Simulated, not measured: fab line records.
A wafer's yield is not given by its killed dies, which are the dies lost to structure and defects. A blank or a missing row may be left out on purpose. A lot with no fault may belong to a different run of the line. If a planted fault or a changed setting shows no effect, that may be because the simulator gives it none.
fab line records    flow n5-finfet    part 2 of 2: steps 5 to 6 of 6
[record] lots = 22  wafers = 66  last-day = 19
route steps=1938 shown DUMMY_GATE@243 SD_EPI_N@277 SD_EPI_P@312
lots that met no fault: taken from a fault-free run of the same line
start-h: the number of hours between the record's first day and the start of the first shown wafer of the lot    wait-h: time in hours since the lot's previous step    " the same as in the row above    L1.1+2: a row that stands for several wafers    - value missing, or start not given    * or withheld: withheld    < > ~ a bound
route shown NAME@n: NAME is a module with steps in the file, n the number in the route of the first one    usual: mean/standard deviation of fault-free wafers    same: alike in all rows    chamber/n: place in a boat    sites: readings site by site    _std_site: the standard deviation of these    _edge_site: outer sites' mean less inner sites'    radius-mm: for every site, how far away it sits from the centre of the wafer    mask NAME#n: copy n    behind: the most recent tool/chamber to have shaped the wafer    hold: the reason the lot was held/the length of the hold in hours/how it ended    device: transistor that didn't switch, given as n, p or np    end of line: the same wafers' tests at the end of the route    a step given without rows: its recipe and nothing more    killed: dies lost to structure and defects at the first sort, not the wafer's yield    map: shows each die of a wafer: x if killed, . if not, _ if none is there
set.NAME: the setting the step ran with; set.NAME@STEP: the setting that earlier step ran with    model.NAME: the simulator's own value behind a step, which no gauge read
the route's steps for a sample of lots (tables are steps, rows are wafers)
services: a tool's chamber out of use, with start hour (start-h, from the record's first day; less than 0 if before it), hours out, and reason
[[steps]]
[step N5_SD_EPI_P_ETCH_16]
[recipe] chemistry = CHF3/O2  target = SiO2  target-depth-a = 50  mask-material = SOC  pressure-mtorr = 30  source-w = 650  bias-w = 170  Ar_flow_sccm = 200  CHF3_flow_sccm = 50  O2_flow_sccm = 5  ion-energy-ev = 200
[usual] drypump-motor-current-A = 5.77/0.29  oes-product-au = 0.78/0.07  rf-vpp-V = 519/11  showerhead-plenum-p-Torr = 2.42/0.091  throttle-valve-pct = 18.90/0.23
lot.wafer  tool         chamber  start-h  wait-h  drypump-motor-current-A  oes-product-au  rf-hours-counter-h  rf-vpp-V  showerhead-plenum-p-Torr  throttle-valve-pct
L074.2     rie-diel-06  2        53.10    0.1     6.02                     0.78            89                  504       2.32                      18.83
L074.3     "            0        "        "       5.89                     0.78            112                 533       2.54                      18.96
L074.5     "            3        "        "       5.42                     0.91            -                   528       2.57                      18.92
L075.3     rie-diel-05  1        61.37    0.1     5.18                     0.76            138                 526       2.31                      19.08
L075.4     "            2        "        "       5.63                     0.70            -                   510       2.38                      19.20
L075.6     "            0        "        "       5.78                     0.75            -                   515       2.40                      18.95
L077.1     rie-diel-01  1        81.57    0.1     6.13                     0.88            38                  538       2.47                      18.93
L077.2     "            0        "        "       5.66                     0.88            36                  519       2.37                      18.46
L077.5     "            3        "        "       5.88                     0.71            -                   505       2.48                      18.86
L078.2     rie-diel-01  0        85.05    0.1     5.65                     0.87            37                  519       2.37                      18.47
L078.3     "            3        "        "       5.88                     0.71            237                 506       2.48                      18.86
L078.6     "            3        "        "       5.86                     0.70            -                   504       2.48                      18.86
L079.1     rie-diel-06  2        90.01    0.1     6.01                     0.78            99                  507       2.32                      18.84
L079.2     "            3        "        "       5.42                     0.89            22                  529       2.57                      18.96
L079.3     "            0        "        "       5.89                     0.78            122                 533       2.53                      18.97
L080.1     rie-diel-01  1        92.80    0.1     6.13                     0.88            40                  536       2.47                      18.94
L080.3     "            3        "        "       5.85                     0.70            239                 505       2.48                      18.86
L080.4     "            2        "        "       5.66                     0.73            184                 517       2.50                      19.14
L081.1     rie-diel-01  1        100.61   0.1     6.13                     0.86            42                  536       2.47                      18.95
L081.2     "            3        "        "       5.87                     0.69            242                 504       2.48                      18.86
L081.4     "            0        "        "       5.69                     0.87            41                  518       2.37                      18.46
L082.1     rie-diel-01  3        102.63   0.1     5.86                     0.68            242                 504       2.48                      18.87
L082.2     "            2        "        "       5.67                     0.73            186                 518       2.50                      19.13
L082.5     "            0        "        "       5.67                     0.86            -                   520       2.37                      18.46
L083.1     rie-diel-06  2        110.95   0.1     5.98                     0.76            105                 505       2.32                      18.85
L083.2     "            3        "        "       5.43                     0.87            28                  528       2.57                      18.95
L083.5     "            3        "        "       5.43                     0.87            -                   529       2.57                      18.95
L084.2     rie-diel-06  1        115.81   0.1     6.27                     0.76            193                 503       2.30                      18.67
L084.4     "            0        "        "       5.89                     0.76            130                 534       2.53                      18.99
L084.6     "            1        "        "       6.25                     0.74            -                   503       2.30                      18.65
L085.3     rie-diel-06  1        123.04   0.1     6.25                     0.75            196                 503       2.30                      18.66
L085.5     "            1        "        "       6.27                     0.75            -                   502       2.30                      18.66
L085.6     "            0        "        "       5.89                     0.76            -                   533       2.53                      18.99
L086.1     rie-diel-01  1        128.81   0.1     6.13                     0.85            50                  537       2.47                      18.96
L086.2     "            2        "        "       5.65                     0.71            194                 518       2.50                      19.17
L086.4     "            3        "        "       5.86                     0.69            250                 504       2.48                      18.88
L087.4     rie-diel-05  2        133.22   0.1     5.65                     0.69            219                 510       2.37                      19.24
L087.5     "            3        "        "       5.76                     0.86            -                   525       2.35                      18.50
L087.6     "            0        "        "       5.77                     0.75            -                   516       2.40                      18.99
L088.1     rie-diel-05  0        140.01   0.1     5.81                     0.74            172                 516       2.40                      18.98
L088.2     "            2        "        "       5.66                     0.70            221                 510       2.37                      19.23
L088.4     "            1        "        "       5.18                     0.73            160                 527       2.30                      19.09
L089.1     rie-diel-05  1        146.07   0.1     5.18                     0.73            162                 526       2.30                      19.10
L089.3     "            3        "        "       5.75                     0.85            76                  525       2.34                      18.49
L089.5     "            1        "        "       5.18                     0.73            -                   525       2.30                      19.10
L090.1     rie-diel-06  0        152.51   0.1     5.89                     0.76            140                 532       2.53                      19.03
L090.2     "            2        "        "       6.02                     0.76            116                 505       2.31                      18.86
L090.4     "            1        "        "       6.23                     0.74            202                 502       2.29                      18.68
L091.1     rie-diel-01  2        158.02   0.1     5.68                     0.72            199                 517       2.49                      19.17
L091.3     "            1        "        "       6.12                     0.85            60                  537       2.46                      18.97
L091.6     "            0        "        "       5.64                     0.84            -                   521       2.36                      18.47
L092.3     rie-diel-06  1        167.84   0.1     6.27                     0.75            207                 502       2.29                      18.66
L092.4     "            0        "        "       5.90                     0.76            144                 532       2.53                      19.03
L092.5     "            2        "        "       6.02                     0.75            -                   507       2.31                      18.87
L094.1     rie-diel-05  1        175.44   0.1     5.16                     0.72            171                 528       2.29                      19.13
L094.2     "            0        "        "       5.78                     0.74            183                 515       2.39                      18.99
L094.5     "            2        "        "       5.66                     0.68            -                   509       2.37                      19.26
L095.1     rie-diel-06  2        180.95   0.1     6.02                     0.74            123                 505       2.31                      18.90
L095.5     "            1        "        "       6.24                     0.75            -                   503       2.29                      18.67
L095.6     "            3        "        "       5.42                     0.84            -                   528       2.56                      18.99
L096.3     rie-diel-01  2        189.88   0.1     5.66                     0.70            208                 518       2.49                      19.20
L096.5     "            3        "        "       5.85                     0.96            -                   505       2.47                      18.53
L096.6     "            2        "        "       5.67                     0.71            -                   518       2.49                      19.17
L097.1     rie-diel-05  0        195.42   0.1     5.78                     0.72            190                 515       2.39                      19.03
L097.3     "            3        "        "       5.75                     0.83            89                  525       2.34                      18.53
L097.5     "            0        "        "       5.77                     0.72            -                   513       2.39                      19.01
[step N5_SD_EPI_P_STRIP_40]
[recipe] chemistry = N2/H2  power-w = 1000  temp-c = 250  h2-frac = 0.65  overash-fraction = 0.3  pressure-mtorr = withheld  n2-flow-sccm = 1750  h2-flow-sccm = 3250
[usual] drypump-motor-current-A = 5.8/0.32  heater-power-w = 328/27  oes-product-au = 0.760/0.011
lot.wafer  tool             chamber  start-h  wait-h  drypump-motor-current-A  heater-power-w  oes-product-au  rf-hours-counter-h
L074.2     plasma-asher-01  1        53.31    0.0     5.4                      340             0.761           82
L074.3     "                0        "        "       6.2                      306             0.745           -
L074.5     "                1        "        "       5.4                      345             0.787           -
L075.3     plasma-asher-01  1        61.61    0.0     5.4                      353             0.766           -
L075.4     "                0        "        "       6.2                      301             0.763           -
L075.6     "                0        "        "       6.2                      300             0.752           -
L077.1     plasma-asher-02  0        81.78    0.0     6.0                      352             0.762           40
L077.2     "                1        "        "       5.5                      301             0.776           40
L077.5     "                0        "        "       6.0                      362             0.757           -
L078.2     plasma-asher-02  1        85.26    0.0     5.5                      301             0.742           41
L078.3     "                0        "        "       6.1                      357             0.783           -
L078.6     "                0        "        "       6.1                      356             0.755           -
L079.1     plasma-asher-02  0        90.22    0.0     6.0                      354             0.743           41
L079.2     "                1        "        "       5.6                      305             0.749           41
L079.3     "                0        "        "       6.0                      359             0.766           -
L080.1     plasma-asher-02  0        93.02    0.0     6.0                      365             0.766           41
L080.3     "                1        "        "       5.5                      302             0.755           -
L080.4     "                0        "        "       6.0                      354             0.778           -
L081.1     plasma-asher-02  1        100.82   0.0     5.6                      298             0.775           43
L081.2     "                0        "        "       6.0                      361             0.758           43
L081.4     "                0        "        "       6.0                      361             0.768           -
L082.1     plasma-asher-01  1        102.84   0.0     5.4                      345             0.738           90
L082.2     "                0        "        "       6.2                      302             0.763           90
L082.5     "                0        "        "       6.2                      311             0.753           -
L083.1     plasma-asher-02  1        111.17   0.0     5.5                      290             0.762           45
L083.2     "                0        "        "       6.0                      371             0.761           45
L083.5     "                1        "        "       5.5                      296             0.752           -
L084.2     plasma-asher-01  0        116.02   0.0     6.1                      306             0.769           94
L084.4     "                0        "        "       6.1                      302             0.760           -
L084.6     "                1        "        "       5.4                      344             0.750           -
L085.3     plasma-asher-02  1        123.28   0.0     5.5                      304             0.752           -
L085.5     "                0        "        "       6.0                      359             0.773           -
L085.6     "                1        "        "       5.6                      293             0.781           -
L086.1     plasma-asher-01  0        129.02   0.0     6.2                      297             0.756           96
L086.2     "                1        "        "       5.4                      345             0.761           96
L086.4     "                0        "        "       6.2                      303             0.765           -
L087.4     plasma-asher-02  0        133.46   0.0     6.0                      352             0.779           -
L087.5     "                0        "        "       6.0                      368             0.754           -
L087.6     "                1        "        "       5.6                      313             0.750           -
L088.1     plasma-asher-02  0        140.25   0.0     6.0                      356             0.755           52
L088.2     "                1        "        "       5.6                      298             0.757           52
L088.4     "                0        "        "       6.0                      356             0.761           -
L089.1     plasma-asher-01  1        146.29   0.0     5.3                      338             0.774           99
L089.3     "                0        "        "       6.2                      298             0.748           -
L089.5     "                1        "        "       5.4                      339             0.754           -
L090.1     plasma-asher-01  0        152.72   0.0     6.2                      314             0.758           100
L090.2     "                1        "        "       5.4                      337             0.770           100
L090.4     "                0        "        "       6.2                      297             0.745           -
L091.1     plasma-asher-02  0        158.23   0.0     6.0                      366             0.745           56
L091.3     "                1        "        "       5.6                      299             0.767           -
L091.6     "                0        "        "       6.0                      364             0.790           -
L092.3     plasma-asher-01  0        168.08   0.0     6.2                      308             0.762           -
L092.4     "                1        "        "       5.4                      335             0.746           -
L092.5     "                0        "        "       6.2                      304             0.751           -
L094.1     plasma-asher-02  1        175.65   0.0     5.6                      301             0.766           60
L094.2     "                0        "        "       6.1                      359             0.748           60
L094.5     "                1        "        "       5.5                      302             0.744           -
L095.1     plasma-asher-02  0        181.18   0.0     6.0                      367             0.739           61
L095.5     "                1        "        "       5.6                      302             0.748           -
L095.6     "                0        "        "       6.1                      357             0.752           -
L096.3     plasma-asher-02  0        190.11   0.0     6.0                      349             0.752           -
L096.5     "                1        "        "       5.5                      308             0.752           -
L096.6     "                0        "        "       6.1                      367             0.746           -
L097.1     plasma-asher-01  0        195.64   0.0     6.2                      310             0.756           108
L097.3     "                0        "        "       6.2                      310             0.753           -
L097.5     "                0        "        "       6.2                      297             0.765           -
[[services]]
tool         chamber  start-h  hours  kind
ald-sin-03   0        28.16    12.2   repair
rie-diel-05  -        36.84    3.3    repair
rie-diel-04  3        41.59    1.3    repair
rie-diel-01  0        41.96    13.1   repair
rie-diel-05  1        47.74    9.5    repair
rie-diel-06  -        55.42    2.8    pm
rie-diel-04  0        57.66    4.1    repair
rie-diel-05  3        59.32    3.6    repair
ald-sin-03   2        71.74    6.7    repair
ald-sin-03   3        77.20    4.8    repair
ald-sin-04   -        86.50    14.0   pm
rie-diel-05  2        86.52    6.5    repair
rie-diel-04  0        98.94    4.2    repair
ald-sin-03   1        118.42   19.7   repair
ald-sin-03   -        125.02   0.2    repair
rie-diel-06  -        132.24   0.2    repair
rie-diel-01  2        137.63   13.2   repair
rie-diel-06  -        142.13   0.4    repair
rie-diel-01  3        145.39   3.7    repair
rie-diel-05  3        162.96   6.1    repair
rie-diel-05  2        176.92   13.9   repair
rie-diel-06  0        177.68   4.9    repair
rie-diel-06  -        185.73   0.7    repair
rie-diel-01  3        191.61   6.5    repair
